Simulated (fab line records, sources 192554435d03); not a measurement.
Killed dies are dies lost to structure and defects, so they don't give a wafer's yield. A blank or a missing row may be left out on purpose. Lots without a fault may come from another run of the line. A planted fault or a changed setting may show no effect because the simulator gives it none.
Chamber matching | flow n5_finfet | N5_GATE_CUT_DESCUM_18 on rie_diel-03: 4 sister chambers
The step chemistry O2, time 7 s. 8 wafers are shown with their chamber, then 7 later ones without.

WAFERS WITH THEIR CHAMBER
wafer  | chamber | showerhead_plenum_p_Torr (Torr) | throttle_valve_pct (%)
L869.3 | 1       | 2.12                            | 20.71
L876.1 | 2       | 2.08                            | 20.21
L876.5 | 3       | 2.00                            | 20.61
L877.2 | 1       | 2.11                            | 20.74
L877.3 | 3       | 2.00                            | 20.61
L877.4 | 0       | 1.96                            | 20.44
L884.1 | 2       | 2.08                            | 20.23
L884.2 | 0       | 1.96                            | 20.45

WAFERS WITHOUT THEIR CHAMBER
wafer  | showerhead_plenum_p_Torr (Torr) | throttle_valve_pct (%)
L884.4 | 2.00                            | 20.64
L885.3 | 2.08                            | 20.23
L885.5 | 1.96                            | 20.45
L885.6 | 2.11                            | 20.74
L889.1 | 1.99                            | 20.64
L889.2 | 2.10                            | 20.75
L889.6 | 2.07                            | 20.23

WHICH CHAMBER EACH WENT THROUGH
wafer  | from the rows above | in truth
L884.4 | 3                   | 3
L885.3 | 2                   | 2
L885.5 | 0                   | 0
L885.6 | 1                   | 1
L889.1 | 3                   | 3
L889.2 | 1                   | 1
L889.6 | 2                   | 2
Placed correctly: 7 of 7. Can't be placed from these rows: 0. Placed wrongly: 0.
How it was worked out, from the rows above alone: a wafer's distance from a chamber is the root of the sum, over the readings, of the square of ((its reading less the chamber's mean) divided by the reading's scatter). The wafer belongs to the nearest chamber; if the next one is less than 2 further off, it can't be placed. A chamber's mean is the mean of its shown wafers. The scatter: the root of (the sum of the squares of (reading less its chamber's mean) over the shown wafers, divided by (wafers less chambers)).
